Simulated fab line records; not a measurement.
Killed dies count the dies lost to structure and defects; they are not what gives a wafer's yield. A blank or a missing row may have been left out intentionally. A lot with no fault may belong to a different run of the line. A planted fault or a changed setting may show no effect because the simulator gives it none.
fab line records	flow nandHarc
[record] lots = 24	wafers = 72	lastDay = 24
route steps=1159 shown P_M1@306 P_M2@350 P_BONDPAD@368 A_CHANNEL_FILL_D1@499
lots with no fault: from the same line, run without faults
startH: the number of hours between the record's first day and the start of the first shown wafer of the lot	waitH: hours elapsed since this lot's preceding step	" unchanged from the row above	L1.1+2: several wafers, shown together as one row	- no value, or no start was given	* or withheld: withheld	< > ~ a bound
route shown NAME@n: NAME is a module with steps in the file, n the number in the route of the first one	usual: mean and standard deviation over wafers with no fault	same: alike in all rows	chamber/n: place in a boat	sites: the reading at each site	_std_site: the standard deviation of these	_edge_site: the outer-site mean with the inner-site mean subtracted	radiusMm: for every site, how far away it sits from the centre of the wafer	mask NAME#n: copy n	behind: the most recent tool/chamber to have shaped the wafer	hold: what put the lot on hold/how long, in hours/how the hold closed	device: names the non-switching transistor (n, p or np)	end of line: at the end of the route, the tests of the same wafers	where a step has no rows: the recipe by itself	killed: dies lost to structure and defects at the first sort, not the wafer's yield	map: a wafer's dies, marking killed ones x, the rest . and places with no die _
set.NAME: the setting that was run; set.NAME@STEP: the one run at that earlier step	model.NAME: the simulator's own value behind a step, which no gauge read
steps of the route over a sample of lots; a table a step, a row a wafer
services: from which hour (startH, from the record's first day; less than 0 if before it) a tool's chamber was out of use, for how many hours, and why
[[steps]]
[step NHARC_P_M1_PRE_CLEAN_30]
[recipe] timeS = 30	tempC = 280	gas = H2/He
[usual] heaterPowerW = 403/30	susceptorTempC = 280.00/0.17
lot.wafer	tool	chamber	startH	waitH	heaterPowerW	susceptorTempC
L074.1	pvdSputter-03	-	-	-	397	279.70
L074.4	"	-	"	"	401	280.04
L074.6	"	-	"	"	388	279.81
L075.3	pvdSputter-02	-	-	-	403	-
L075.4	"	-	"	"	379	-
L075.6	"	-	"	"	406	-
L076.3	pvdSputter-01	-	-	-	356	279.84
L076.6	"	-	"	"	458	279.94
L076.5	"	-	"	"	393	280.28
L077.4	pvdSputter-02	-	-	-	376	280.07
L077.3	"	-	"	"	398	279.82
L077.1	"	-	"	"	374	280.07
L079.1	pvdSputter-02	-	-	-	405	279.91
L079.5	"	-	"	"	375	279.97
L079.6	"	-	"	"	401	280.00
L078.4	pvdSputter-01	-	-	-	398	280.13
L078.5	"	-	"	"	396	280.06
L078.6	"	-	"	"	355	280.05
L080.3	pvdSputter-02	-	-	-	399	280.03
L080.4	"	-	"	"	384	280.06
L080.2	"	-	"	"	395	279.84
L081.1	pvdSputter-02	-	-	-	406	-
L081.6	"	-	"	"	401	-
L081.5	"	-	"	"	401	-
L082.4	pvdSputter-03	-	-	-	400	-
L082.1	"	-	"	"	393	-
L082.5	"	-	"	"	408	-
L083.3	pvdSputter-01	-	-	-	401	279.96
L083.1	"	-	"	"	475	279.93
L083.5	"	-	"	"	400	279.92
L084.2	pvdSputter-03	-	-	-	394	280.09
L084.4	"	-	"	"	396	279.84
L084.3	"	-	"	"	416	280.07
L087.1	pvdSputter-03	-	-	-	385	279.80
L087.2	"	-	"	"	403	280.23
L087.4	"	-	"	"	394	280.26
L086.2	pvdSputter-02	-	-	-	387	279.97
L086.5	"	-	"	"	404	279.98
L086.6	"	-	"	"	398	280.14
L085.2	pvdSputter-01	-	-	-	345	280.06
L085.3	"	-	"	"	447	280.04
L085.5	"	-	"	"	408	280.19
L088.2	pvdSputter-03	-	-	-	410	280.16
L088.1	"	-	"	"	386	280.13
L088.4	"	-	"	"	394	280.13
L089.2	pvdSputter-03	-	214.07	-	392	280.08
L089.4	"	-	"	"	413	280.18
L089.5	"	-	"	"	405	280.14
L091.3	pvdSputter-03	-	-	-	389	280.04
L091.6	"	-	"	"	415	279.88
L091.5	"	-	"	"	395	280.12
L090.3	pvdSputter-03	-	-	-	400	279.96
L090.1	"	-	"	"	413	280.01
L090.5	"	-	"	"	415	280.32
L092.4	pvdSputter-01	-	-	-	353	280.08
L092.1	"	-	"	"	434	279.91
L092.3	"	-	"	"	395	280.08
L093.4	pvdSputter-01	-	-	-	478	279.96
L093.1	"	-	"	"	401	279.87
L093.6	"	-	"	"	483	279.83
L094.2	pvdSputter-02	-	-	-	410	279.81
L094.1	"	-	"	"	357	279.79
L094.5	"	-	"	"	409	279.86
L096.4	pvdSputter-03	-	-	-	414	279.76
L096.1	"	-	"	"	410	280.05
L096.6	"	-	"	"	410	279.73
L095.3	pvdSputter-01	-	-	-	341	279.85
L095.5	"	-	"	"	405	279.99
L095.6	"	-	"	"	344	280.28
L097.3	pvdSputter-01	-	-	-	468	280.40
L097.4	"	-	"	"	404	280.06
L097.5	"	-	"	"	443	279.80
[step NHARC_P_M1_INSPECT_27]
[usual] rawDefectCount = 308/120
lot.wafer	tool	chamber	startH	waitH	rawDefectCount
L074.1	defectInspect-01	-	117.78	0.0	237
L074.4	"	-	"	"	233
L074.6	"	-	"	"	363
L075.3	defectInspect-01	-	119.17	0.0	245
L075.4	"	-	"	"	151
L075.6	"	-	"	"	131
L076.3	defectInspect-01	-	140.95	0.0	365
L076.5	"	-	"	"	434
L076.6	"	-	"	"	396
L077.1	defectInspect-02	-	141.22	0.0	314
L077.3	"	-	"	"	187
L077.4	"	-	"	"	207
L079.1	defectInspect-02	-	155.55	0.0	353
L079.5	"	-	"	"	369
L079.6	"	-	"	"	310
L078.4	defectInspect-01	-	156.01	0.0	390
L078.5	"	-	"	"	506
L078.6	"	-	"	"	505
L080.2	defectInspect-02	-	161.58	0.0	243
L080.3	"	-	"	"	214
L080.4	"	-	"	"	222
L081.1	defectInspect-01	-	170.29	0.0	336
L081.5	"	-	"	"	497
L081.6	"	-	"	"	835
L082.1	defectInspect-02	-	171.30	0.0	264
L082.4	"	-	"	"	154
L082.5	"	-	"	"	384
L083.1	defectInspect-01	-	177.93	0.0	197
L083.3	"	-	"	"	261
L083.5	"	-	"	"	268
L084.2	defectInspect-01	-	178.23	0.0	180
L084.3	"	-	"	"	168
L084.4	"	-	"	"	220
L087.1	defectInspect-01	-	204.52	0.0	653
L087.2	"	-	"	"	333
L087.4	"	-	"	"	784
L086.2	defectInspect-02	-	204.81	0.0	307
L086.5	"	-	"	"	467
L086.6	"	-	"	"	209
L085.2	defectInspect-02	-	205.18	0.0	300
L085.3	"	-	"	"	290
L085.5	"	-	"	"	249
L088.1	defectInspect-02	-	208.82	0.0	212
L088.2	"	-	"	"	194
L088.4	"	-	"	"	166
L089.2	defectInspect-01	-	215.58	0.0	297
L089.4	"	-	"	"	291
L089.5	"	-	"	"	388
L091.3	defectInspect-02	-	223.75	0.0	208
L091.5	"	-	"	"	336
L091.6	"	-	"	"	263
L090.1	defectInspect-02	-	227.38	0.0	295
L090.3	"	-	"	"	320
L090.5	"	-	"	"	287
L092.1	defectInspect-02	-	229.26	0.0	507
L092.3	"	-	"	"	346
L092.4	"	-	"	"	457
L093.1	defectInspect-01	-	237.08	0.0	219
L093.4	"	-	"	"	244
L093.6	"	-	"	"	429
L094.1	defectInspect-02	-	246.52	0.0	177
L094.2	"	-	"	"	251
L094.5	"	-	"	"	282
L096.1	defectInspect-02	-	247.31	0.0	216
L096.4	"	-	"	"	605
L096.6	"	-	"	"	199
L095.3	defectInspect-01	-	247.76	0.0	343
L095.5	"	-	"	"	294
L095.6	"	-	"	"	154
L097.3	defectInspect-02	-	259.36	0.0	275
L097.4	"	-	"	"	290
L097.5	"	-	"	"	197
[step NHARC_P_M2_DEP_33]
[recipe] targetThkA = 300	tempC = 370	targetThkNm = 30	pressureTorr = 3	flowSccm = 200	rfW = 450	material = SiCN
[usual] heaterPowerOuterW = 310/41	heaterPowerW = 551/70	rfFwdPowerW = 449.1/1.4	susceptorTempC = 369.99/0.23
lot.wafer	tool	chamber	startH	waitH	heaterPowerOuterW	heaterPowerW	rfFwdPowerW	susceptorTempC
L074.1	pecvd-01	0	122.46	0.1	348	515	447.8	370.12
L074.4	"	0	"	"	348	521	448.1	370.09
L074.6	"	2	"	"	358	600	450.8	369.87
L075.3	pecvd-02	0	123.42	0.1	282	505	450.0	369.82
L075.4	"	2	"	"	370	626	449.0	370.32
L075.6	"	0	"	"	278	489	450.2	369.84
L076.3	pecvd-02	2	145.36	0.1	402	664	450.8	369.78
L076.5	"	0	"	"	255	481	448.3	370.06
L076.6	"	1	"	"	272	484	448.3	370.14
L077.1	pecvd-03	2	145.58	0.1	308	568	447.1	370.03
L077.3	"	0	"	"	276	543	448.9	370.08
L077.4	"	2	"	"	230	438	448.5	370.05
L079.1	pecvd-03	2	159.91	0.1	317	570	448.1	370.01
L079.5	"	1	"	"	379	719	449.4	369.84
L079.6	"	0	"	"	276	530	450.4	370.14
L078.5	pecvd-03	0	160.82	0.2	287	533	449.1	370.10
L078.6	"	1	"	"	318	628	449.0	369.61
L078.4	"	2	"	"	273	494	450.4	369.89
L080.2	pecvd-01	0	166.58	0.1	323	479	450.9	369.58
L080.3	"	2	"	"	313	547	447.4	369.85
L080.4	"	0	"	"	320	485	449.4	369.82
L081.1	pecvd-02	2	174.58	0.1	366	626	447.6	369.73
L081.5	"	0	"	"	300	527	451.1	370.28
L081.6	"	1	"	"	237	423	446.2	369.87
L082.1	pecvd-01	1	175.65	0.1	327	619	448.4	370.49
L082.4	"	0	"	"	343	512	449.0	369.95
L082.5	"	1	"	"	331	628	448.3	370.29
L083.3	pecvd-02	2	182.26	0.1	379	635	447.6	369.89
L083.1	"	0	"	"	242	454	448.5	369.84
L083.5	"	0	"	"	247	469	449.9	369.50
L084.3	pecvd-03	2	182.66	0.1	322	559	450.4	369.51
L084.2	"	0	"	"	297	563	450.3	370.01
L084.4	"	0	"	"	309	573	451.5	369.66
L087.2	pecvd-03	0	209.13	0.1	301	567	448.8	370.22
L087.1	"	1	"	"	367	703	449.2	369.92
L087.4	"	2	"	"	309	553	448.0	369.85
L086.2	pecvd-03	1	209.70	0.1	364	718	447.0	370.36
L086.5	"	2	"	"	294	520	448.4	369.90
L086.6	"	1	"	"	369	709	449.3	370.21
L085.2	pecvd-02	2	209.96	0.1	364	614	450.6	370.18
L085.3	"	1	"	"	298	510	449.0	369.92
L085.5	"	1	"	"	293	522	448.8	369.48
L088.1	pecvd-01	0	213.14	0.1	274	429	448.0	369.87
L088.2	"	1	"	"	310	573	449.5	370.24
L088.4	"	1	"	"	306	592	449.3	370.10
L089.2	pecvd-02	1	220.09	0.1	308	530	450.0	369.95
L089.5	"	2	"	"	285	514	448.5	369.99
L089.4	"	1	"	"	229	422	449.3	369.70
L091.3	pecvd-02	1	228.02	0.1	278	496	449.5	370.20
L091.6	"	2	"	"	331	573	448.3	370.18
L091.5	"	0	"	"	228	438	450.0	370.39
L090.3	pecvd-02	2	231.80	0.1	348	597	449.4	369.93
L090.1	"	0	"	"	267	503	450.8	369.95
L090.5	"	1	"	"	293	512	446.7	369.91
L092.1	pecvd-02	2	233.60	0.1	306	543	451.3	369.85
L092.3	"	0	"	"	268	495	449.1	370.22
L092.4	"	2	"	"	316	558	448.2	369.56
L093.1	pecvd-02	1	241.36	0.1	281	502	449.7	369.77
L093.6	"	2	"	"	330	561	450.1	369.76
L093.4	"	0	"	"	237	458	450.4	369.49
L094.1	pecvd-01	0	250.72	0.1	292	458	448.6	369.69
L094.2	"	2	"	"	359	605	449.5	369.71
L094.5	"	0	"	"	291	437	446.8	369.95
L096.1	pecvd-03	2	251.58	0.1	284	524	444.7	370.28
L096.4	"	0	"	"	302	594	450.5	370.06
L096.6	"	1	"	"	382	679	451.2	369.83
L095.3	pecvd-01	2	252.15	0.1	333	556	450.9	369.75
L095.5	"	0	"	"	356	544	447.9	370.24
L095.6	"	1	"	"	291	564	449.5	369.87
L097.3	pecvd-02	0	263.71	0.1	304	543	452.1	370.34
L097.5	"	2	"	"	338	588	448.0	369.98
L097.4	"	0	"	"	219	438	450.3	370.24
[step NHARC_P_BONDPAD_ETCH_37]
[recipe] targetDepthA = 600	overetchA = 180	timeS = 65.91	ionEnergyEv = 200	n2FlowSccm = 150	h2FlowSccm = 150	arFlowSccm = 0	rfW = 400	biasW = 150	chemistry = N2/H2
[usual] drypumpMotorCurrentA = 5.6/0.46	oesProductAu = 1.001/0.0096	rfFwdPowerW = 397.1/1.6	rfVppV = 429.2/1.8	showerheadPlenumPTorr = 1.99/0.062	throttleValvePct = 14.172/0.0091
lot.wafer	tool	chamber	startH	waitH	drypumpMotorCurrentA	oesProductAu	rfFwdPowerW	rfHoursCounterH	rfVppV	showerheadPlenumPTorr	throttleValvePct
L074.4	rieDiel-09	1	124.48	0.1	5.6	0.992	396.1	14	430.3	2.06	14.188
L074.1	"	2	"	"	5.6	1.003	394.8	15	430.0	1.96	14.155
L074.6	"	1	"	"	5.6	1.000	397.1	-	430.0	2.06	14.186
L075.3	rieDiel-13	3	125.26	0.1	5.2	0.991	398.0	2	428.4	1.98	14.170
L075.4	"	0	"	"	6.2	1.002	395.4	2	430.6	2.10	14.170
L075.6	"	0	"	"	6.2	1.006	395.2	-	432.5	2.10	14.178
L076.3	rieDiel-13	3	147.21	0.1	5.2	0.995	399.3	4	427.9	1.98	14.170
L076.6	"	0	"	"	6.3	0.997	395.5	-	431.3	2.10	14.171
L076.5	"	2	"	"	6.0	1.010	398.7	-	426.9	1.95	14.172
L077.1	rieDiel-08	2	147.52	0.1	5.5	0.995	395.0	9	433.3	2.13	14.181
L077.4	"	3	"	"	5.8	0.987	399.7	9	427.8	1.92	14.173
L077.3	"	1	"	"	5.4	0.984	396.5	9	430.9	2.03	14.183
L079.1	rieDiel-13	3	161.87	0.1	5.2	0.995	397.9	6	428.9	1.98	14.174
L079.6	"	3	"	"	5.2	0.995	399.4	-	429.3	1.98	14.161
L079.5	"	2	"	"	6.0	1.012	396.6	-	427.2	1.94	14.169
L078.4	rieDiel-13	3	162.68	0.2	5.2	1.008	399.7	-	429.9	1.98	14.167
L078.5	"	2	"	"	6.0	1.010	399.3	-	428.1	1.95	14.168
L078.6	"	3	"	"	5.2	0.990	396.4	-	429.0	1.98	14.183
L080.4	rieDiel-13	2	168.44	0.1	6.0	1.014	398.4	7	427.1	1.94	14.178
L080.2	"	3	"	"	5.2	1.006	399.6	8	428.9	1.98	14.155
L080.3	"	0	"	"	6.3	1.012	397.5	5	430.3	2.10	14.162
L081.1	rieDiel-13	1	176.44	0.1	5.1	1.013	397.5	5	428.4	1.96	14.174
L081.5	"	2	"	"	6.0	1.011	397.9	-	427.5	1.94	14.166
L081.6	"	3	"	"	5.2	1.002	398.5	-	428.3	1.98	14.166
L082.1	rieDiel-08	2	177.61	0.1	5.6	1.023	394.6	20	433.2	2.12	14.163
L082.4	"	3	"	"	5.7	0.994	397.7	23	427.1	1.92	14.153
L082.5	"	1	"	"	5.5	0.992	397.3	-	429.8	2.03	14.166
L083.3	rieDiel-13	3	184.22	0.1	5.2	1.002	397.7	9	429.1	1.98	14.175
L083.1	"	1	"	"	5.1	1.023	396.4	5	428.3	1.96	14.185
L083.5	"	1	"	"	5.1	1.013	399.4	-	427.6	1.96	14.172
L084.3	rieDiel-08	0	184.55	0.1	5.8	0.993	397.7	16	427.7	1.94	14.159
L084.4	"	2	"	"	5.6	1.025	395.3	22	431.8	2.12	14.182
L084.2	"	3	"	"	5.8	0.986	397.6	24	426.9	1.92	14.180
L087.1	rieDiel-13	1	211.11	0.1	5.1	1.008	395.7	10	426.7	1.95	14.177
L087.4	"	2	"	"	6.0	1.002	396.4	13	428.9	1.94	14.170
L087.2	"	3	"	"	5.2	0.996	401.6	13	427.1	1.98	14.164
L086.2	rieDiel-13	3	211.50	0.1	5.2	0.993	397.2	14	425.6	1.98	14.171
L086.5	"	0	"	"	6.3	0.995	394.8	-	432.7	2.09	14.174
L086.6	"	1	"	"	5.1	1.005	397.3	-	427.3	1.95	14.155
L085.3	rieDiel-09	3	211.91	0.1	6.1	0.981	394.7	46	431.6	2.11	14.159
L085.2	"	1	"	"	5.6	1.011	394.3	49	431.7	2.05	14.175
L085.5	"	3	"	"	6.0	0.997	395.7	-	432.0	2.11	14.181
L088.4	rieDiel-13	0	215.08	0.1	6.3	0.991	395.0	10	430.8	2.09	14.171
L088.2	"	1	"	"	5.1	1.012	399.9	10	428.2	1.95	14.166
L088.1	"	2	"	"	6.0	0.999	398.7	13	427.1	1.94	14.169
L089.4	rieDiel-13	3	221.83	0.1	5.2	0.993	398.5	15	429.2	1.97	14.164
L089.2	"	1	"	"	5.1	1.010	397.2	11	427.7	1.95	14.183
L089.5	"	0	"	"	6.3	1.005	396.4	-	432.1	2.09	14.161
L091.3	rieDiel-13	2	229.98	0.1	6.0	1.005	398.2	15	427.7	1.94	14.166
L091.6	"	2	"	"	6.0	0.996	398.1	-	428.9	1.94	14.165
L091.5	"	3	"	"	5.2	0.990	397.7	-	429.3	1.97	14.172
L090.3	rieDiel-13	1	233.73	0.1	5.1	1.022	398.9	12	428.9	1.95	14.164
L090.1	"	0	"	"	6.3	1.000	394.5	11	430.8	2.09	14.174
L090.5	"	1	"	"	5.1	1.015	398.4	-	427.9	1.95	14.167
L092.1	rieDiel-13	1	235.37	0.1	5.1	1.006	396.7	12	429.2	1.95	14.170
L092.4	"	2	"	"	6.0	1.014	395.9	15	428.7	1.94	14.181
L092.3	"	0	"	"	6.3	1.006	395.9	12	431.9	2.09	14.170
L093.1	rieDiel-13	3	243.18	0.1	5.2	0.987	399.5	16	429.6	1.97	14.170
L093.4	"	0	"	"	6.3	1.002	396.5	12	431.4	2.09	14.161
L093.6	"	2	"	"	6.0	1.005	397.5	-	427.5	1.94	14.164
L094.1	rieDiel-13	1	252.67	0.1	5.1	1.008	398.3	13	427.3	1.95	14.161
L094.2	"	3	"	"	5.2	0.997	396.4	17	427.4	1.97	14.155
L094.5	"	0	"	"	6.3	1.003	394.0	-	432.0	2.09	14.169
L096.4	rieDiel-13	3	253.43	0.1	5.2	0.998	397.4	17	428.5	1.97	14.179
L096.1	"	1	"	"	5.1	1.011	398.6	13	426.6	1.95	14.179
L096.6	"	3	"	"	5.2	0.996	396.0	-	427.8	1.97	14.173
L095.3	rieDiel-13	1	254.17	0.1	5.1	1.005	396.9	13	430.0	1.95	14.171
L095.5	"	0	"	"	6.2	0.993	394.8	-	433.3	2.09	14.191
L095.6	"	1	"	"	5.1	1.002	395.5	-	426.7	1.95	14.180
L097.4	rieDiel-09	2	265.42	0.1	5.6	0.993	398.0	0	428.5	1.95	14.181
L097.3	"	3	"	"	6.0	0.997	397.6	0	431.9	2.11	14.165
L097.5	"	1	"	"	5.6	0.987	393.6	-	430.0	2.05	14.170
[step NHARC_P_BONDPAD_THK_MEAS_20]
[recipe] thkMeasGauge = xrf
[usual] thkNm = 160.8/1.6
lot.wafer	tool	chamber	startH	waitH	thkNm
L074.1	filmMetro-01	-	126.74	-	161.7
L074.4	"	-	"	"	162.4
L074.6	"	-	"	"	161.2
L075.3	filmMetro-02	-	127.54	-	163.9
L075.4	"	-	"	"	162.4
L075.6	"	-	"	"	158.8
L076.3	filmMetro-02	-	149.56	-	159.2
L076.5	"	-	"	"	159.3
L076.6	"	-	"	"	159.7
L077.1	filmMetro-02	-	149.87	-	159.9
L077.3	"	-	"	"	158.9
L077.4	"	-	"	"	159.5
L079.1	filmMetro-02	-	164.41	-	159.7
L079.5	"	-	"	"	158.9
L079.6	"	-	"	"	157.4
L078.4	filmMetro-02	-	165.14	-	165.3
L078.5	"	-	"	"	160.3
L078.6	"	-	"	"	161.6
L080.2	filmMetro-02	-	170.72	-	161.5
L080.3	"	-	"	"	161.0
L080.4	"	-	"	"	160.5
L081.1	filmMetro-01	-	178.72	-	161.0
L081.5	"	-	"	"	161.2
L081.6	"	-	"	"	160.8
L082.1	filmMetro-02	-	179.86	-	159.7
L082.4	"	-	"	"	160.9
L082.5	"	-	"	"	160.4
L083.1	filmMetro-02	-	186.57	-	159.1
L083.3	"	-	"	"	158.6
L083.5	"	-	"	"	162.2
L084.2	filmMetro-01	-	186.87	-	159.4
L084.3	"	-	"	"	157.6
L084.4	"	-	"	"	159.7
L087.1	filmMetro-02	-	213.39	-	161.8
L087.2	"	-	"	"	160.2
L087.4	"	-	"	"	161.4
L086.2	filmMetro-02	-	213.91	-	160.9
L086.5	"	-	"	"	159.6
L086.6	"	-	"	"	160.4
L085.2	filmMetro-02	-	214.28	-	161.9
L085.3	"	-	"	"	162.0
L085.5	"	-	"	"	161.4
L088.1	filmMetro-02	-	217.35	-	160.9
L088.2	"	-	"	"	159.7
L088.4	"	-	"	"	159.4
L089.2	filmMetro-01	-	224.09	-	161.0
L089.4	"	-	"	"	160.2
L089.5	"	-	"	"	159.4
L091.3	filmMetro-02	-	232.71	-	163.2
L091.5	"	-	"	"	158.7
L091.6	"	-	"	"	159.9
L090.1	filmMetro-02	-	236.02	-	158.9
L090.3	"	-	"	"	161.2
L090.5	"	-	"	"	160.2
L092.1	filmMetro-01	-	237.67	-	160.0
L092.3	"	-	"	"	159.8
L092.4	"	-	"	"	155.7
L093.1	filmMetro-02	-	245.42	-	163.1
L093.4	"	-	"	"	161.8
L093.6	"	-	"	"	163.3
L094.1	filmMetro-01	-	254.92	-	162.2
L094.2	"	-	"	"	160.4
L094.5	"	-	"	"	161.6
L096.1	filmMetro-01	-	255.79	-	159.0
L096.4	"	-	"	"	162.9
L096.6	"	-	"	"	161.1
L095.3	filmMetro-02	-	256.88	-	162.7
L095.5	"	-	"	"	160.6
L095.6	"	-	"	"	161.6
L097.3	filmMetro-01	-	267.72	-	163.2
L097.4	"	-	"	"	163.1
L097.5	"	-	"	"	163.5
[step NHARC_A_CHANNEL_FILL_D1_ETCHBACK_19]
[recipe] targetDepthA = 50	timeS = 1.7	hbrFlowSccm = 150	cl2FlowSccm = 50	rfW = 400	icpW = 400	biasW = 100	chemistry = HBr/Cl2
[usual] drypumpMotorCurrentA = 5.7/0.51	oesProductAu = 0.995/0.012	rfFwdPowerW = 390.1/1.3	throttleValvePct = 26.407/0.0081
lot.wafer	tool	chamber	startH	waitH	drypumpMotorCurrentA	oesProductAu	rfFwdPowerW	rfHoursCounterH	throttleValvePct
L074.1	rieSi-01	1	204.98	0.4	5.9	1.011	391.1	0.7	26.405
L074.4	"	3	"	"	6.6	1.004	391.0	0.7	26.405
L074.6	"	1	"	"	5.8	1.015	389.6	-	26.404
L075.4	rieSi-06	1	204.98	0.4	5.6	0.987	391.5	0.1	26.409
L075.3	"	3	"	"	4.7	0.990	391.5	0.1	26.394
L075.6	"	0	"	"	5.9	1.013	390.6	-	26.406
L077.1	rieSi-02	3	222.57	0.4	5.7	0.984	387.9	0	26.403
L077.4	"	1	"	"	5.1	0.994	389.3	0	26.396
L077.3	"	2	"	"	5.9	0.994	389.8	0	26.405
L076.3	rieSi-06	0	222.61	0.4	5.8	1.007	387.2	0.4	26.430
L076.5	"	1	"	"	5.6	0.987	389.7	-	26.401
L076.6	"	2	"	"	6.2	0.973	390.2	-	26.407
L079.1	rieSi-02	1	237.95	0.4	5.1	0.989	388.4	0.2	26.408
L079.5	"	1	"	"	5.1	0.994	390.5	-	26.402
L079.6	"	2	"	"	5.9	0.995	390.5	-	26.415
L078.4	rieSi-06	2	237.95	0.4	6.1	0.970	389.2	0.5	26.415
L078.5	"	2	"	"	6.1	0.983	391.6	-	26.408
L078.6	"	3	"	"	4.7	0.993	387.6	-	26.404
L080.3	rieSi-06	1	244.69	0.4	5.6	0.998	391.3	0.5	26.399
L080.4	"	2	"	"	6.2	0.976	393.2	0.5	26.415
L080.2	"	0	"	"	5.9	1.009	392.2	0.5	26.417
L082.1	rieSi-01	1	255.26	0.4	5.8	1.004	390.2	1.2	26.414
L082.4	"	0	"	"	5.5	0.999	393.5	1.1	26.408
L082.5	"	1	"	"	5.9	1.014	391.2	-	26.413
L081.1	rieSi-06	2	255.29	0.4	6.1	0.971	391.5	0.6	26.416
L081.5	"	0	"	"	5.9	1.008	389.8	-	26.404
L081.6	"	1	"	"	5.6	0.988	390.8	-	26.402
L084.2	rieSi-06	3	264.35	0.4	4.7	1.000	391.0	0.8	26.406
L084.4	"	0	"	"	5.9	1.006	389.0	0.7	26.416
L084.3	"	1	"	"	5.5	0.990	389.0	0.6	26.403
L083.3	rieSi-01	3	264.35	0.4	6.6	0.987	389.6	1.2	26.411
L083.1	"	1	"	"	5.8	1.018	390.2	1.3	26.399
L083.5	"	3	"	"	6.6	1.009	390.0	-	26.400
L087.4	rieSi-02	3	289.39	0.4	5.7	0.983	389.1	0.6	26.423
L087.2	"	0	"	"	5.5	0.996	389.6	0.6	26.404
L087.1	"	2	"	"	5.9	0.980	389.1	0.6	26.421
L085.3	rieSi-06	1	289.40	0.4	5.6	0.991	391.2	0.8	26.412
L085.2	"	2	"	"	6.2	0.982	386.7	0.9	26.401
L085.5	"	1	"	"	5.6	0.997	390.4	-	26.414
L086.2	rieSi-01	3	289.40	0.4	6.6	0.985	390.4	1.4	26.411
L086.6	"	2	"	"	6.5	1.015	389.8	-	26.394
L086.5	"	3	"	"	6.6	0.979	390.6	-	26.395
L088.1	rieSi-01	2	295.16	0.4	6.5	1.021	390.6	1.5	26.409
L088.4	"	0	"	"	5.5	1.000	391.7	1.5	26.417
L088.2	"	1	"	"	5.9	1.011	392.0	1.6	26.405
L089.2	rieSi-02	3	295.19	0.4	5.7	0.994	388.1	0.6	26.399
L089.4	"	0	"	"	5.5	1.006	389.5	0.6	26.407
L089.5	"	1	"	"	5.1	0.992	390.7	-	26.388
L091.3	rieSi-06	1	305.74	0.4	5.6	1.000	391.2	1.0	26.414
L091.6	"	1	"	"	5.6	0.997	388.9	-	26.400
L091.5	"	2	"	"	6.1	0.980	391.2	-	26.414
L090.1	rieSi-02	2	305.77	0.4	5.9	0.995	390.8	0.8	26.408
L090.3	"	3	"	"	5.7	1.004	388.6	0.8	26.408
L090.5	"	1	"	"	5.1	0.994	390.2	-	26.409
L092.1	rieSi-02	1	317.03	0.4	5.1	0.994	389.1	0.9	26.400
L092.4	"	2	"	"	5.9	0.990	391.8	0.9	26.402
L092.3	"	0	"	"	5.5	0.995	389.6	0.8	26.412
L093.4	rieSi-01	1	317.03	0.4	5.8	0.998	389.5	0.1	26.403
L093.1	"	2	"	"	6.5	1.020	390.0	0.1	26.395
L093.6	"	2	"	"	6.5	1.008	390.0	-	26.420
L096.4	rieSi-02	0	331.25	0.4	5.5	0.989	390.5	1.0	26.413
L096.1	"	3	"	"	5.7	0.979	391.1	1.0	26.409
L096.6	"	0	"	"	5.5	0.983	388.8	-	26.397
L094.1	rieSi-01	3	331.26	0.4	6.6	0.986	389.1	0.2	26.412
L094.2	"	1	"	"	5.9	0.992	390.3	0.1	26.417
L094.5	"	2	"	"	6.5	1.006	390.3	-	26.399
L095.3	rieSi-06	0	331.26	0.4	5.9	0.998	389.3	1.5	26.412
L095.6	"	3	"	"	4.7	1.003	392.0	-	26.410
L095.5	"	0	"	"	5.9	0.999	390.4	-	26.416
L097.4	rieSi-02	2	354.41	0.4	5.9	0.991	389.0	1.3	26.411
L097.3	"	3	"	"	5.7	0.998	387.9	1.2	26.409
L097.5	"	2	"	"	5.9	0.999	388.0	-	26.409
[[services]]
tool	chamber	startH	hours	kind
rieDiel-13	-	99.00	9.0	pm
pvdSputter-03	-	102.00	10.0	pm
pvdSputter-01	-	114.08	3.8	repair
rieDiel-13	1	144.74	23.0	repair
rieDiel-13	0	152.25	13.6	repair
pecvd-02	-	153.00	13.0	pm
pvdSputter-01	-	158.02	10.0	pm
rieSi-06	1	177.27	5.4	repair
rieSi-06	-	183.00	9.0	pm
rieDiel-13	0	183.16	9.0	repair
pecvd-02	-	210.38	1.4	repair
rieSi-02	-	211.00	9.0	pm
pvdSputter-01	-	214.32	2.1	repair
rieDiel-13	-	231.00	0.4	repair
rieDiel-13	2	265.56	3.8	repair
rieSi-02	0	273.70	4.8	repair
rieDiel-13	-	276.00	9.0	pm
pvdSputter-03	-	280.00	10.0	pm
rieSi-06	2	296.81	6.1	repair
rieSi-06	-	297.93	1.4	repair
rieDiel-13	1	302.62	2.0	repair
rieSi-06	2	306.17	11.1	repair
pecvd-02	-	334.00	13.0	pm
rieSi-06	0	352.52	7.2	repair
[[key]]
fault none
